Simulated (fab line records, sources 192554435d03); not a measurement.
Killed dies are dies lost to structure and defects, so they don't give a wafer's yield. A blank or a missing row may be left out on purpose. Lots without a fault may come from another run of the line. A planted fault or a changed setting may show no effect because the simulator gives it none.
Which tool did it? | flow n5_finfet | 9 lots, 27 wafers sampled, at 6 steps of a route of 1938

WHAT THE GAUGES READ, wafer by wafer
N5_STI_FIN_REVEAL_FIN_H_MEAS_10. Usual: trench_depth_nm 52.1 nm, standard deviation 0.79.
lot  | measured    | on     | trench_depth_nm (nm) | flag
L110 | day 2 21:44 | ocd-02 | 50.1 51.0 50.9       |
L113 | day 3 13:43 | ocd-02 | 51.6 52.1 50.8       |
L115 | day 4 01:45 | ocd-02 | 52.4 52.6 52.1       |
L117 | day 4 13:50 | ocd-02 | 52.1 52.6 52.3       |
L124 | day 6 08:06 | ocd-01 | 51.1 51.3 50.9       |
L126 | day 6 18:43 | ocd-01 | 55.0 54.1 54.9       | OFF
L127 | day 7 04:22 | ocd-01 | 55.1 54.6 56.0       | OFF
L131 | day 8 00:55 | ocd-01 | 52.9 52.7 51.9       |
L132 | day 8 07:04 | ocd-01 | 53.1 53.3 53.1       |

N5_BEOL_M4_RC_MEAS_101. Usual: DIBL_N 35.8 mV/V, standard deviation 1.8; DIBL_P 35.6 mV/V, standard deviation 2; IOFF_N 0.148 nA/um, standard deviation 0.028; IOFF_P 0.20 nA/um, standard deviation 0.034; ION_N 672 uA/um, standard deviation 12; ION_P 462 uA/um, standard deviation 8.5; SS_N 71.2 mV/dec, standard deviation 0.65; SS_P 73.1 mV/dec, standard deviation 0.67; VT_N 251 mV, standard deviation 3.3; VT_P -251 mV, standard deviation 3.8.
lot  | measured     | on        | DIBL_N (mV/V)  | DIBL_P (mV/V)  | IOFF_N (nA/um)    | IOFF_P (nA/um) | ION_N (uA/um) | ION_P (uA/um) | SS_N (mV/dec)  | SS_P (mV/dec)  | VT_N (mV)   | VT_P (mV)      | flag
L110 | day 8 02:58  | prober-01 | 37.7 36.9 36.8 | 38.6 36.7 37.4 | 0.156 0.151 0.145 | 0.22 0.20 0.21 | 647 672 674   | 451 461 464   | 72.1 70.9 70.4 | 73.9 72.5 73.5 | 252 252 250 | -247 -248 -248 |
L113 | day 9 07:14  | prober-01 | 36.3 35.4 36.7 | 37.7 38.2 37.9 | 0.161 0.152 0.165 | 0.19 0.20 0.19 | 686 674 671   | 464 463 461   | 71.5 71.5 71.0 | 72.9 72.6 73.1 | 250 252 250 | -256 -254 -256 |
L115 | day 9 11:45  | prober-02 | 33.2 34.2 34.0 | 32.1 33.6 32.3 | 0.111 0.129 0.116 | 0.16 0.19 0.16 | 667 674 655   | 459 467 453   | 70.4 70.5 70.5 | 72.0 72.8 72.6 | 254 250 254 | -256 -250 -253 |
L117 | day 9 12:13  | prober-01 | 33.9 36.2 36.4 | 31.6 35.5 35.4 | 0.107 0.157 0.153 | 0.17 0.23 0.22 | 652 682 667   | 459 474 462   | 70.5 71.4 71.6 | 72.6 73.2 73.1 | 255 250 250 | -251 -246 -247 |
L124 | day 11 22:08 | prober-02 | 32.9 35.7 34.3 | 33.5 35.7 34.1 | 0.126 0.171 0.139 | 0.21 0.24 0.22 | 676 688 684   | 472 475 471   | 70.3 71.7 71.1 | 73.4 74.5 73.3 | 251 247 252 | -248 -245 -244 |
L126 | day 12 00:12 | prober-02 | 37.3 31.4 35.2 | 38.7 32.0 36.7 | 0.144 0.071 0.114 | 0.17 0.11 0.15 | 698 654 692   | 468 450 469   | 71.0 69.5 70.1 | 73.9 71.4 73.4 | 254 266 258 | -254 -260 -257 |
L127 | day 12 03:19 | prober-01 | 37.9 35.0 35.1 | 39.1 34.0 35.8 | 0.189 0.132 0.145 | 0.24 0.17 0.17 | 709 692 709   | 484 475 486   | 71.9 71.3 71.4 | 73.5 72.9 73.1 | 247 251 250 | -248 -252 -255 |
L131 | day 13 18:52 | prober-02 | 35.8 38.4 35.3 | 35.0 37.4 33.1 | 0.147 0.197 0.138 | 0.19 0.24 0.18 | 677 691 682   | 463 478 464   | 71.3 71.6 71.0 | 72.4 72.5 71.9 | 250 246 254 | -248 -247 -250 |
L132 | day 13 22:43 | prober-02 | 34.5 35.1 35.3 | 34.1 35.6 35.2 | 0.145 0.163 0.164 | 0.19 0.21 0.21 | 673 687 692   | 471 470 469   | 70.7 70.5 70.9 | 72.4 72.9 72.9 | 249 246 247 | -249 -247 -247 |

WHICH TOOL RAN EACH LOT (tool, then ch and the chambers of the sampled wafers, then the start)
lot  | N5_FIN_CUT_CUT_ETCH_28          | N5_STI_FIN_REVEAL_ALD_00         | N5_STI_FIN_REVEAL_DENSIFY_30    | N5_STI_FIN_REVEAL_RECESS_09
L110 | rie_si-01 ch 0,1,3, day 2 11:54 | ald_sin-03 ch 0,1,2, day 2 12:29 | rtp_anneal-01 ch 0, day 2 18:30 | vapor_etch-02 ch 0, day 2 19:02
L113 | rie_si-01 ch 0,2,3, day 3 04:48 | ald_sin-03 ch 0,1,2, day 3 05:08 | rtp_anneal-01 ch 0, day 3 10:34 | vapor_etch-02 ch 0,1, day 3 11:01
L115 | rie_si-06 ch 0,1, day 3 16:39   | ald_sin-03 ch 2,3, day 3 16:55   | rtp_anneal-02 ch 0, day 3 22:20 | vapor_etch-01 ch 0,1, day 3 23:02
L117 | rie_si-02 ch 2,3, day 4 04:58   | ald_sin-04 ch 1,2, day 4 05:13   | rtp_anneal-01 ch 0, day 4 10:40 | vapor_etch-01 ch 0,1, day 4 11:08
L124 | rie_si-06 ch 0,2,3, day 5 23:14 | ald_sin-03 ch 0,2,3, day 5 23:32 | rtp_anneal-02 ch 0, day 6 04:58 | vapor_etch-02 ch 0,1, day 6 05:24
L126 | rie_si-01 ch 0,1,2, day 6 09:52 | ald_sin-04 ch 0,1,2, day 6 10:08 | rtp_anneal-01 ch 0, day 6 15:33 | vapor_etch-01 ch 0,1, day 6 16:01
L127 | rie_si-01 ch 1,2,3, day 6 16:31 | ald_sin-04 ch 0,2,3, day 6 16:58 | rtp_anneal-02 ch 0, day 6 22:29 | vapor_etch-01 ch 0, day 6 23:01
L131 | rie_si-01 ch 1,2,3, day 7 16:03 | ald_sin-03 ch 0,2, day 7 16:19   | rtp_anneal-01 ch 0, day 7 21:44 | vapor_etch-02 ch 0,1, day 7 22:12
L132 | rie_si-02 ch 0,1,2, day 7 21:32 | ald_sin-03 ch 1,2,3, day 7 22:16 | rtp_anneal-02 ch 0, day 8 03:46 | vapor_etch-02 ch 0,1, day 8 04:22
- N5_FIN_CUT_CUT_ETCH_28: etches Si in HBr/Cl2/O2, target depth 6 nm, time 2.4 s.
- N5_STI_FIN_REVEAL_ALD_00: deposits SiO2, target thk 1 nm, pulse time 1 s.
- N5_STI_FIN_REVEAL_DENSIFY_30
- N5_STI_FIN_REVEAL_RECESS_09: chemistry HF/NH3, target SiO2, afs cycles 11, target depth 42.5 nm, sublimation time 60 s.

WHAT THE TOOLS THEMSELVES READ (means of the sampled wafers that have a number; where no wafer has one, the mark that the record gives instead)
N5_FIN_CUT_CUT_ETCH_28. Usual: chamber_pressure_mTorr 9.999 mTorr, standard deviation 0.009; drypump_motor_current_A 5.83 A, standard deviation 0.26; oes_product_au 1.000 a.u., standard deviation 0.014; throttle_valve_pct 37.4 %, standard deviation 0.35.
lot  | tool      | chamber_pressure_mTorr (mTorr) | drypump_motor_current_A (A) | oes_product_au (a.u.) | throttle_valve_pct (%) | flag
L110 | rie_si-01 | 10.000                         | 5.92                        | 1.004                 | 37.5                   |
L113 | rie_si-01 | 10.010                         | 5.65                        | 1.005                 | 37.4                   |
L115 | rie_si-06 | 10.000                         | 5.88                        | 1.016                 | 37.9                   |
L117 | rie_si-02 | 10.005                         | 5.84                        | 0.980                 | 37.3                   |
L124 | rie_si-06 | 9.986                          | 6.06                        | 1.005                 | 37.3                   |
L126 | rie_si-01 | 10.005                         | 5.68                        | 0.997                 | 37.4                   |
L127 | rie_si-01 | 10.005                         | 5.75                        | 1.002                 | 37.2                   |
L131 | rie_si-01 | 10.006                         | 5.71                        | 1.000                 | 37.2                   |
L132 | rie_si-02 | 9.998                          | 5.64                        | 0.992                 | 37.3                   |

N5_STI_FIN_REVEAL_ALD_00. Usual: heater_power_w 451 W, standard deviation 55; precursor_pulse_height_rel 1.000, standard deviation 0.021.
lot  | tool       | heater_power_w (W) | precursor_pulse_height_rel | flag
L110 | ald_sin-03 | 476                | 0.997                      |
L113 | ald_sin-03 | 484                | 0.991                      |
L115 | ald_sin-03 | 428                | 0.998                      |
L117 | ald_sin-04 | 433                | 1.010                      |
L124 | ald_sin-03 | 444                | 0.998                      |
L126 | ald_sin-04 | 407                | 1.009                      |
L127 | ald_sin-04 | 407                | 1.000                      |
L131 | ald_sin-03 | 418                | 1.011                      |
L132 | ald_sin-03 | 485                | 1.019                      |

N5_STI_FIN_REVEAL_DENSIFY_30. Usual: lamp_power_pct 11.53 %, standard deviation 0.047.
lot  | tool          | lamp_power_pct (%) | flag
L110 | rtp_anneal-01 | 11.50              |
L113 | rtp_anneal-01 | 11.52              |
L115 | rtp_anneal-02 | 11.52              |
L117 | rtp_anneal-01 | 11.52              |
L124 | rtp_anneal-02 | 11.57              |
L126 | rtp_anneal-01 | 11.51              |
L127 | rtp_anneal-02 | 11.54              |
L131 | rtp_anneal-01 | 11.52              |
L132 | rtp_anneal-02 | 11.56              |

N5_STI_FIN_REVEAL_RECESS_09. Usual: drypump_motor_current_A 5.6 A, standard deviation 0.41; temp_c 30.00 C, standard deviation 0.12.
lot  | tool          | drypump_motor_current_A (A) | temp_c (C) | flag
L110 | vapor_etch-02 | 5.2                         | 29.96      |
L113 | vapor_etch-02 | 5.3                         | 30.13      |
L115 | vapor_etch-01 | 6.1                         | 30.01      |
L117 | vapor_etch-01 | 5.9                         | 30.03      |
L124 | vapor_etch-02 | 5.3                         | 29.94      |
L126 | vapor_etch-01 | 6.1                         | 28.06      | OFF
L127 | vapor_etch-01 | 5.8                         | 27.88      | OFF
L131 | vapor_etch-02 | 5.3                         | 30.11      |
L132 | vapor_etch-02 | 5.3                         | 29.97      |

THE ANSWER, worked out from the rows above alone
Rule: a lot is off if the mean of its wafers that have a number lies more than 3 standard deviations from the usual mean. A lot without any number at a reading at which 4 lots or more have one is off too. The other lots that the step has rows for count as sound. The gauges are gone through in route order, then the tools' own readings, and for those a lot's mean is taken as printed above. The first step at which some lot is off is used, and at that step the reading that is off furthest; a lot without a number counts as furthest.
Off: L126, L127, at N5_STI_FIN_REVEAL_FIN_H_MEAS_10 (trench_depth_nm).
A tool fits if, at a process step before that reading, it ran every lot that is off, and no sound lot after the first of them. The gauges at N5_STI_FIN_REVEAL_FIN_H_MEAS_10 aren't tried: what is off there is off at N5_STI_FIN_REVEAL_RECESS_09 too, on other tools, and a gauge's error can't cause that. Can't be told from this: 2 tools fit, ald_sin-04 at N5_STI_FIN_REVEAL_ALD_00, vapor_etch-01 at N5_STI_FIN_REVEAL_RECESS_09.

WHAT THE SIMULATOR HAD PUT IN
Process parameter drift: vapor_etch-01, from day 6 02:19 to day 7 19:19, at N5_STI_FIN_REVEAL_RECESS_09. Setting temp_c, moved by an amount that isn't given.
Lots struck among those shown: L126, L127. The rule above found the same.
